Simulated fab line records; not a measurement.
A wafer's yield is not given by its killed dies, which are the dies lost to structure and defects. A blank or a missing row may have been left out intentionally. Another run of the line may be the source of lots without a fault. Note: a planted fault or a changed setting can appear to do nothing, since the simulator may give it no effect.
A struck lot beside a sound one || flow nand harc || 24 steps out of a route of 1159
Sound: the wafers L726.2, L726.3, L726.4. Struck: wafers L738.2, L738.3, L738.4. The cause is given at the end.
At each step with rows: each side's tool, then ch and its chambers, then its first start. Under that, the readings that differ: sound wafers || struck wafers || difference of the means || sigmas: that difference in standard deviations of wafers without a fault.
alike: readings whose means differ by less than 2 such deviations, and words and numbers that are the same on both sides. not compared: withheld readings, readings that some wafer has no value for, bounds like >300 that may hide the same value, and numbers for which the record gives no deviation and whose values overlap.
Wherever a step has rows on one side only, a row that says differs or no value, or a row with sigmas, the two part there. Numbers that don't overlap but have no deviation are shown without sigmas and don't part them. A reading missing from all wafers of one side parts the sides only when that side holds two or more wafers.

first, 5 steps without rows for these wafers: NHARC_P_GATE_STRIP_15 (strips in SPM, time 780 s); NHARC_P_GATE_PRECLEAN_71 (cleans in SC1); NHARC_P_GATE_SRD_72; NHARC_P_GATE_OXIDE_16 (material SiO2, target thk 3 nm, ox time 392 s); NHARC_P_GATE_CVD_17 (deposits poly-Si, target thk 150 nm, time 900 s).
NHARC_P_GATE_HM_DEP_102: deposits aC, target thk 120 nm.
  sound on acl dep-01 ch 0, day 5 00:12; struck on acl dep-02 ch 0, day 7 20:10
{"reading": "throttle valve pct (%)", "sound": "35.008 35.010 35.027", "struck": "34.992 35.006 34.993", "difference": -0.018, "sigmas": -2}
NHARC_P_GATE_DEP_103: deposits SiON, target thk 30 nm.
  sound on pecvd-04 ch 0,1,2, day 5 00:46; struck on pecvd-01 ch 1,2, day 7 20:44
  alike: heater power w, rf fwd power W
  not compared: since wet clean h
then, 5 steps without rows for these wafers: NHARC_P_GATE_DEHYDRATE_18 (time 120 s); NHARC_P_GATE_HMDS_19 (time 30 s); NHARC_P_GATE_COAT_20 (resist thk 90 nm); NHARC_P_GATE_SOFTBAKE_21 (time 55 s); NHARC_P_GATE_EBR_22.
NHARC_P_GATE_EXPOSE_23: exposes mask P GATE, target cd 120 nm.
  sound on arfi scanner-03 ch 0, day 5 01:18; struck on arfi scanner-02 ch 0, day 7 21:25
{"reading": "mask", "sound": "P_GATE#0 P_GATE#0 P_GATE#0", "struck": "P_GATE_R1#0 P_GATE_R1#0 P_GATE_R1#0", "difference": "differs", "sigmas": ""}
  alike: stage vel mm s
then, 2 steps without rows for these wafers: NHARC_P_GATE_PEB_24 (peb time 65 s); NHARC_P_GATE_DEVELOP_25 (develop time 35 s).
NHARC_P_GATE_CD_MEAS_26 targets a cd of 120 nm.
  sound on cd sem-01 ch 0, day 5 01:26; struck on cd sem-01 ch 0, day 7 21:33
{"reading": "cd nm (nm)", "sound": "119.5 119.5 119.6", "struck": "115.4 114.8 115.3", "difference": -4.4, "sigmas": -5}
NHARC_P_GATE_OVL_MEAS_27:
  struck on overlay-01, day 7 21:38; sound on overlay-02, day 5 01:32
  alike: overlay x nm, overlay y nm
NHARC_P_GATE_INSPECT_28:
  struck on defect inspect-02, day 7 21:41; sound on defect inspect-01, day 5 01:34
  alike: raw defect count
NHARC_P_GATE_DESCUM_31: chemistry O2, time 3 s.
  sound on rie diel-02 ch 0,2,3, day 5 01:37; struck on rie diel-06 ch 0,1,3, day 7 21:45
{"reading": "rf hours counter h (h)", "sound": "43 42 40", "struck": "31 34 31", "difference": -10, "sigmas": ""}
{"reading": "model.P_GATE.cd nm (nm)", "sound": "118.6 119.3 118.8", "struck": "115.1 114.5 116.1", "difference": -3.7, "sigmas": ""}
  alike: drypump motor current A, o2 flow sccm, oes product au, rf vpp V, showerhead plenum p Torr, throttle valve pct
NHARC_P_GATE_ETCH_104: etches the open film in CF4/CHF3, target depth 60 nm.
  sound on rie diel-02 ch 0,1,3, day 5 01:43; struck on rie diel-06 ch 0,1,3, day 7 21:50
  alike: drypump motor current A, oes product au, rf fwd power W, rf vpp V, showerhead plenum p Torr, throttle valve pct
NHARC_P_GATE_HM_OPEN_105: chemistry O2/COS, target depth 360 nm.
  sound on rie diel-02 ch 1,2,3; struck on rie diel-06 ch 0,2,3
{"reading": "rf hours counter h (h)", "sound": "41 42 41", "struck": "34 36 32", "difference": -7, "sigmas": ""}
  alike: drypump motor current A, o2 flow sccm, oes product au, rf fwd power W, rf vpp V, showerhead plenum p Torr, throttle valve pct
then, 1 step without rows for these wafers: NHARC_P_GATE_STRIP_106 (strips in O2/COS).
NHARC_P_GATE_ETCH_114: etches the open film in CF4/O2, target depth 30 nm, overetch 3 nm, time 16.5 s.
  sound on rie diel-02 ch 0,2,3; struck on rie diel-06 ch 0,2,3
{"reading": "rf hours counter h (h)", "sound": "42 43 41", "struck": "32 37 35", "difference": -7, "sigmas": ""}
{"reading": "model.P_GATE.cd nm (nm)", "sound": "120.3 119.1 118.7", "struck": "116.2 110.7 114.8", "difference": -5.5, "sigmas": ""}
  alike: drypump motor current A, o2 flow sccm, oes product au, rf fwd power W, rf vpp V, showerhead plenum p Torr, throttle valve pct
NHARC_P_GATE_ETCH_32: etches the open film in HBr/Cl2, target depth 150 nm, time 100.1 s.
  sound on rie si-02 ch 0,1,2, day 5 02:26; struck on rie si-02 ch 1,2,3, day 7 22:20
{"reading": "rf hours counter h (h)", "sound": "0.4 0.5 0.5", "struck": "1.1 1.0 1.1", "difference": "+0.6", "sigmas": ""}
  alike: drypump motor current A, hbr flow sccm, oes product au, rf fwd power W, throttle valve pct

## WHERE THEY PART
At NHARC_P_GATE_HM_DEP_102 first; at NHARC_P_GATE_CD_MEAS_26 last (within this record only). Later steps at which nothing parts them and some readings are alike: NHARC_P_GATE_OVL_MEAS_27, NHARC_P_GATE_INSPECT_28, NHARC_P_GATE_DESCUM_31, NHARC_P_GATE_ETCH_104, NHARC_P_GATE_HM_OPEN_105, NHARC_P_GATE_ETCH_114, NHARC_P_GATE_ETCH_32.

WHY: what the simulator had put in
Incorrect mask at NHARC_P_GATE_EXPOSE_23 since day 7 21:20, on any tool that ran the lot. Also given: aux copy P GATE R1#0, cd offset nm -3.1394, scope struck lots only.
